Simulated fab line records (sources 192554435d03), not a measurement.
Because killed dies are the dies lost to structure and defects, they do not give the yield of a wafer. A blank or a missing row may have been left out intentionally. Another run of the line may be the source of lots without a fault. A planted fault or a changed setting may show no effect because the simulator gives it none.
Which tool was responsible? | flow n5 finfet | 7 lots, 20 wafers sampled, at 8 steps of a route of 1938

## WHAT EACH GAUGE READ, for each wafer
N5_BEOL_M9_OCD_MEAS_38.
lot  | measured     | on     | trench depth nm (nm)
L415 | day 11 00:34 | ocd-01 | 148.9 149.0 149.3
L417 | day 11 03:28 | ocd-01 | 150.2 150.1 150.6
L416 | day 11 10:46 | ocd-01 | 154.1 150.6 151.6
L427 | day 13 12:19 | ocd-01 | 119.9 121.6
L432 | day 14 21:20 | ocd-02 | 156.6 154.8 155.7
L434 | day 15 20:58 | ocd-02 | 147.8 149.6 150.0
L435 | day 15 22:13 | ocd-01 | 153.8 148.5 150.2

N5_BEOL_M9_CD_MEAS_35: target cd 70 nm, target cd y 40 nm.
lot  | measured     | on        | cd nm (nm)
L415 | day 11 00:44 | cd sem-02 | 71.0 71.0 70.9
L417 | day 11 03:37 | cd sem-02 | 70.3 69.7 70.1
L416 | day 11 10:56 | cd sem-02 | 71.3 69.8 71.2
L427 | day 13 12:28 | cd sem-02 | 69.3 69.8
L432 | day 14 21:29 | cd sem-02 | 68.9 69.4 69.8
L434 | day 15 21:13 | cd sem-02 | 70.0 70.1 70.1
L435 | day 15 22:22 | cd sem-01 | 70.1 69.3 70.0

N5_BEOL_M9_THK_MEAS_53: measures by xrf.
lot  | measured     | on            | M9_THK (nm)
L415 | day 11 04:29 | film metro-02 | 140.4 140.3 139.7
L417 | day 11 06:26 | film metro-02 | 142.2 142.7 141.4
L416 | day 11 13:01 | film metro-01 | 148.2 144.5 144.2
L427 | day 13 15:05 | film metro-01 | 110.5 113.3
L432 | day 15 00:27 | film metro-02 | 147.5 146.6 145.3
L434 | day 15 23:40 | film metro-01 | 140.4 140.8 141.4
L435 | day 16 01:07 | film metro-02 | 145.7 140.9 141.0

N5_BEOL_M9_RS_MEAS_57: the measuring method here is four-point-probe.
lot  | measured     | on            | M9_RS (ohm/sq)
L415 | day 11 04:37 | film metro-01 | 0.153 0.153 0.153
L417 | day 11 06:34 | film metro-02 | 0.152 0.151 0.152
L416 | day 11 13:09 | film metro-01 | 0.146 0.151 0.151
L427 | day 13 15:13 | film metro-01 | 0.202 0.196
L432 | day 15 00:35 | film metro-01 | 0.145 0.146 0.147
L434 | day 15 23:48 | film metro-01 | 0.155 0.153 0.153
L435 | day 16 01:15 | film metro-01 | 0.148 0.153 0.153

N5_BEOL_M15_RC_MEAS_101.
lot  | measured     | on        | COMB_M10 (S/m)          | COMB_M11 (S/m)          | COMB_M12 (S/m)          | COMB_M13 (S/m)          | COMB_M14 (S/m)          | COMB_M15 (S/m)          | COMB_M5 (S/m)           | COMB_M6 (S/m)           | COMB_M7 (S/m)           | COMB_M8 (S/m)           | SERP_M10 (ohm/um) | SERP_M10_max_site (ohm/um) | SERP_M11 (ohm/um) | SERP_M12 (ohm/um) | SERP_M13 (ohm/um) | SERP_M13_max_site (ohm/um) | SERP_M14 (ohm/um) | SERP_M5 (ohm/um) | SERP_M6 (ohm/um) | SERP_M7 (ohm/um) | SERP_M8 (ohm/um) | SERP_M9 (ohm/um) | SERP_M9_max_site (ohm/um)
L415 | day 13 14:40 | prober-02 | 2.2e-11 1.7e-11 1.9e-11 | 1.1e-11 1.2e-11 1.8e-11 | 6.4e-12 7.6e-12 8.2e-12 | 4.1e-12 4.4e-12 4.7e-12 | 4.4e-12 4.1e-12 4.7e-12 | 2.3e-12 2.7e-12 2.6e-12 | 4.1e-11 3.8e-11 3.5e-11 | 1.5e-11 1.8e-11 2e-11   | 3.4e-11 3.4e-11 3.9e-11 | 2.3e-11 2.9e-11 2.5e-11 | 3.00 3.00 3.05    | 3.12 3.07 3.10             | 3.15 3.23 3.20    | 0.643 0.631 0.662 | 0.310 0.313 0.314 | 0.314 0.316 0.318          | 0.157 0.157 0.160 | 39.9 38.3 39.6   | 13.5 14.8 13.9   | 15.3 14.3 14.0   | 13.5 14.1 13.7   | 3.05 3.04 3.05   | 3.08 3.11 3.09
L417 | day 13 15:00 | prober-01 | 1.5e-11 1.5e-11 1.3e-11 | 1e-11 1.1e-11 1.5e-11   | 4.7e-12 6.1e-12 4e-12   | 2.5e-12 2.9e-12 2.7e-12 | 2.8e-12 2.9e-12 3.1e-12 | 1.3e-12 2.1e-12 1.3e-12 | 5e-11 4.6e-11 3.1e-11   | 2e-11 2.9e-11 1.8e-11   | 2.8e-11 3.8e-11 2.2e-11 | 2.2e-11 2.9e-11 2.6e-11 | 3.12 3.06 3.26    | 3.23 3.15 3.32             | 3.10 3.12 3.01    | 0.654 0.639 0.637 | 0.327 0.309 0.317 | 0.330 0.313 0.322          | 0.156 0.155 0.163 | 42.3 41.1 43.3   | 13.2 14.1 13.9   | 13.6 14.9 15.0   | 14.9 13.9 13.5   | 3.06 3.04 3.05   | 3.13 3.21 3.21
L416 | day 13 19:28 | prober-02 | 1.2e-11 1.7e-11 1.4e-11 | 1.2e-11 1.1e-11 1e-11   | 8.9e-12 7.3e-12 1e-11   | 5.1e-12 5.7e-12 5.3e-12 | 3.5e-12 5.7e-12 3.8e-12 | 2.9e-12 3.3e-12 3.2e-12 | 3.7e-11 4.5e-11 3.3e-11 | 2.4e-11 2.1e-11 2.1e-11 | 2e-11 2.2e-11 2.4e-11   | 1.8e-11 2.2e-11 3e-11   | 2.89 3.01 2.91    | 2.98 3.15 3.03             | 3.15 3.12 3.06    | 0.639 0.637 0.644 | 0.315 0.314 0.314 | 0.318 0.316 0.317          | 0.163 0.162 0.159 | 39.6 38.7 40.0   | 14.1 13.4 13.6   | 13.6 14.2 14.1   | 13.8 13.8 14.4   | 2.93 3.06 3.02   | 3.01 3.14 3.12
L427 | day 15 09:21 | prober-01 | 1.6e-11 1.9e-11         | 1.3e-11 1e-11           | 5.1e-12 6.3e-12         | 3.2e-12 4e-12           | 1.2e-12 1.9e-12         | 1.8e-12 1.3e-12         | 3.9e-11 3.8e-11         | 2.3e-11 2.1e-11         | 2.7e-11 2.4e-11         | 2e-11 2.2e-11           | 3.00 2.93         | 3.16 3.01                  | 2.93 2.89         | 0.638 0.624       | 0.312 0.319       | 0.314 0.322                | 0.158 0.156       | 38.1 37.0        | 13.8 13.2        | 13.8 14.7        | 14.0 13.2        | 4.11 4.00        | 4.27 4.12
L432 | day 16 16:02 | prober-02 | 9e-12 1.2e-11 1.5e-11   | 1.1e-11 1.2e-11 1.7e-11 | 6.2e-12 6.2e-12 8.3e-12 | 6.1e-12 7.2e-12 5e-12   | 3.7e-12 3e-12 4e-12     | 3.4e-12 3.5e-12 2.9e-12 | 4.7e-11 5.3e-11 4.5e-11 | 1.9e-11 3.5e-11 2.9e-11 | 2.2e-11 2.3e-11 2.3e-11 | 2.2e-11 2.6e-11 3.4e-11 | 2.93 3.07 3.08    | 2.97 3.21 3.17             | 3.16 3.21 3.21    | 0.623 0.658 0.655 | 0.320 0.318 0.318 | 0.322 0.321 0.320          | 0.158 0.163 0.161 | 37.9 38.0 39.0   | 14.5 13.6 13.7   | 13.6 14.3 14.7   | 13.5 14.6 14.4   | 3.01 3.02 3.00   | 3.09 3.07 3.06
L434 | day 17 11:29 | prober-02 | 1.1e-11 1.4e-11 1.9e-11 | 1.9e-11 1.9e-11 1.3e-11 | 5.6e-12 6.4e-12 6.1e-12 | 3.9e-12 3.8e-12 5.7e-12 | 4.4e-12 4e-12 3.6e-12   | 4e-12 2.6e-12 2e-12     | 4.5e-11 5.3e-11 4.2e-11 | 2e-11 2.5e-11 2.6e-11   | 2.5e-11 2.3e-11 3.6e-11 | 2.5e-11 2.1e-11 2.5e-11 | 2.95 2.99 2.90    | 2.98 3.07 2.95             | 3.19 3.06 2.97    | 0.619 0.633 0.621 | 0.309 0.308 0.307 | 0.312 0.313 0.311          | 0.161 0.158 0.159 | 39.1 39.1 38.7   | 13.6 14.5 13.4   | 14.5 13.4 14.2   | 14.2 14.0 14.0   | 3.12 3.10 3.11   | 3.18 3.22 3.20
L435 | day 17 16:53 | prober-02 | 1.3e-11 1.2e-11 1.3e-11 | 1.6e-11 1.4e-11 1.3e-11 | 4.9e-12 5e-12 4.7e-12   | 4.9e-12 4.8e-12 4.5e-12 | 3.2e-12 5.5e-12 3.3e-12 | 2.2e-12 2.7e-12 2.4e-12 | 3e-11 2.9e-11 3.4e-11   | 2.8e-11 2.3e-11 3.1e-11 | 2.1e-11 2.6e-11 2.1e-11 | 2e-11 2.1e-11 2.8e-11   | 2.85 2.94 2.96    | 3.11 3.04 3.01             | 3.13 3.19 3.00    | 0.625 0.607 0.607 | 0.311 0.312 0.315 | 0.313 0.315 0.317          | 0.159 0.165 0.159 | 41.0 38.4 41.2   | 13.4 13.9 13.3   | 14.2 14.6 12.8   | 14.4 13.7 13.9   | 3.00 3.16 3.09   | 3.08 3.25 3.15

## WHICH TOOL RAN EACH LOT (tool, then ch and the chambers of the sampled wafers, then the start)
lot  | N5_BEOL_M9_STRIP_36                | N5_BEOL_M9_TRENCH_ETCH_37          | N5_BEOL_M9_CURE_72
L415 | rie diel-02 ch 0,3, day 11 00:21   | rie diel-02 ch 0,3, day 11 00:23   | uv cure-02 ch 2, day 11 00:49
L417 | rie diel-03 ch 1,2,3, day 11 03:14 | rie diel-03 ch 1,2,3, day 11 03:17 | uv cure-03 ch 0, day 11 03:39
L416 | rie diel-02 ch 2,3, day 11 10:34   | rie diel-02 ch 2,3, day 11 10:36   | uv cure-02 ch 1, day 11 10:58
L427 | rie diel-02 ch 0,1, day 13 12:06   | rie diel-02 ch 0,1, day 13 12:08   | uv cure-01 ch 0, day 13 12:53
L432 | rie diel-01 ch 2,3, day 14 21:07   | rie diel-01 ch 2,3, day 14 21:09   | uv cure-03 ch 2, day 14 21:31
L434 | rie diel-03 ch 2,3, day 15 20:46   | rie diel-03 ch 2,3, day 15 20:48   | uv cure-03 ch 1, day 15 21:16
L435 | rie diel-01 ch 0,1,2, day 15 21:59 | rie diel-01 ch 0,1,2, day 15 22:01 | uv cure-03 ch 1, day 15 22:31
- N5_BEOL_M9_STRIP_36: strips in N2/H2.
- N5_BEOL_M9_TRENCH_ETCH_37: etches SiCOH lowk in C4F6/O2, target depth 151.43 nm, time 49 s.
- N5_BEOL_M9_CURE_72: cures SiCOH lowk, time 120 s.

## AS READ BY THE TOOLS THEMSELVES (means over the sampled wafers that have a number; for cases with no such wafer, the mark the record gives instead)
N5_BEOL_M9_STRIP_36.
lot  | tool        | drypump motor current A (A) | oes product au (a.u.) | rf vpp V (V) | showerhead plenum p Torr (Torr) | temp c (C) | throttle valve pct (%)
L415 | rie diel-02 | 5.4                         | 0.76                  | 57.7         | 2.58                            | 40.15      | 23.91
L417 | rie diel-03 | 5.8                         | 0.74                  | 59.5         | 2.61                            | 39.96      | 23.78
L416 | rie diel-02 | 6.0                         | 0.78                  | 57.9         | 2.44                            | 40.03      | 23.75
L427 | rie diel-02 | 5.1                         | 0.69                  | 59.5         | 2.46                            | 40.09      | 23.69
L432 | rie diel-01 | 5.1                         | 0.78                  | 58.4         | 2.57                            | 39.97      | 23.82
L434 | rie diel-03 | 6.3                         | 0.71                  | 59.0         | 2.64                            | 40.06      | 23.68
L435 | rie diel-01 | 5.6                         | 0.78                  | 59.7         | 2.66                            | 39.91      | 23.92

N5_BEOL_M9_TRENCH_ETCH_37.
lot  | tool        | O2_flow_sccm (sccm) | drypump motor current A (A) | oes_o_777_au (a.u.) | oes product au (a.u.) | rf vpp V (V) | showerhead plenum p Torr (Torr) | throttle valve pct (%)
L415 | rie diel-02 | 9.998               | 5.4                         | 0.74                | 0.76                  | 664          | 2.91                            | 21.20
L417 | rie diel-03 | 9.997               | 5.9                         | 0.72                | 0.74                  | 670          | 2.92                            | 21.02
L416 | rie diel-02 | 10.005              | 5.9                         | 0.78                | 0.79                  | 663          | 2.76                            | 21.20
L427 | rie diel-02 | 9.991               | 5.1                         | 0.69                | 0.69                  | 664          | 2.77                            | 21.02
L432 | rie diel-01 | 9.998               | 5.1                         | 0.78                | 0.77                  | 654          | 2.89                            | 21.19
L434 | rie diel-03 | 9.983               | 6.2                         | 0.69                | 0.71                  | 683          | 2.94                            | 20.91
L435 | rie diel-01 | 10.017              | 5.6                         | 0.78                | 0.77                  | 662          | 2.96                            | 21.03

N5_BEOL_M9_CURE_72.
lot  | tool       | lamp power pct (%) | wafer_temp_C_max
L415 | uv cure-02 | 52.33              | 372.0
L417 | uv cure-03 | 52.28              | 371.3
L416 | uv cure-02 | 52.28              | 371.7
L427 | uv cure-01 | 52.27              | 372.3
L432 | uv cure-03 | 52.32              | 371.3
L434 | uv cure-03 | 52.30              | 372.4
L435 | uv cure-03 | 52.27              | 372.7

## THE ANSWER, worked out from the rows above alone
Rule: what is usual is taken from the lots themselves. The widest of any qualifying gaps counts: lots, ordered by their means at a reading, are off when they make up no more than a third of the lots, leave a main group of 4 or more, and stand apart from it by 3 or more times the standard deviation of that group's means. The tables above print the reading to a certain number of digits; a main group whose means all agree to those digits is not used. Also off: a lot with no number at a reading for which 4 or more lots have one. Where the step has rows for the other lots, those lots are counted as sound. First the gauges in route order, then the tools' own readings, where a lot's mean is used as printed above. At the first step where some lot is off, the reading lying furthest off is the one used; lots without a number count as furthest.
Off, at N5_BEOL_M9_OCD_MEAS_38 on trench depth nm: L427. Main group: mean 151.2 nm, sd 2.3.
A tool fits if, at a process step before that reading, it ran every lot that is off, and no sound lot after the first of them. Not tried: the gauges at N5_BEOL_M9_OCD_MEAS_38; whatever is off there is also off at N5_BEOL_M9_THK_MEAS_53, on other tools, and gauge error can't account for it. One fits: N5_BEOL_M9_STRIP_36 and N5_BEOL_M9_TRENCH_ETCH_37 on rie diel-02. At N5_BEOL_M9_STRIP_36 its last sound lot is L416 (day 11 10:34), its first lot that is off L427 (day 13 12:06): a fault that began between those two fits.

## WHAT WAS PUT IN BY THE SIMULATOR
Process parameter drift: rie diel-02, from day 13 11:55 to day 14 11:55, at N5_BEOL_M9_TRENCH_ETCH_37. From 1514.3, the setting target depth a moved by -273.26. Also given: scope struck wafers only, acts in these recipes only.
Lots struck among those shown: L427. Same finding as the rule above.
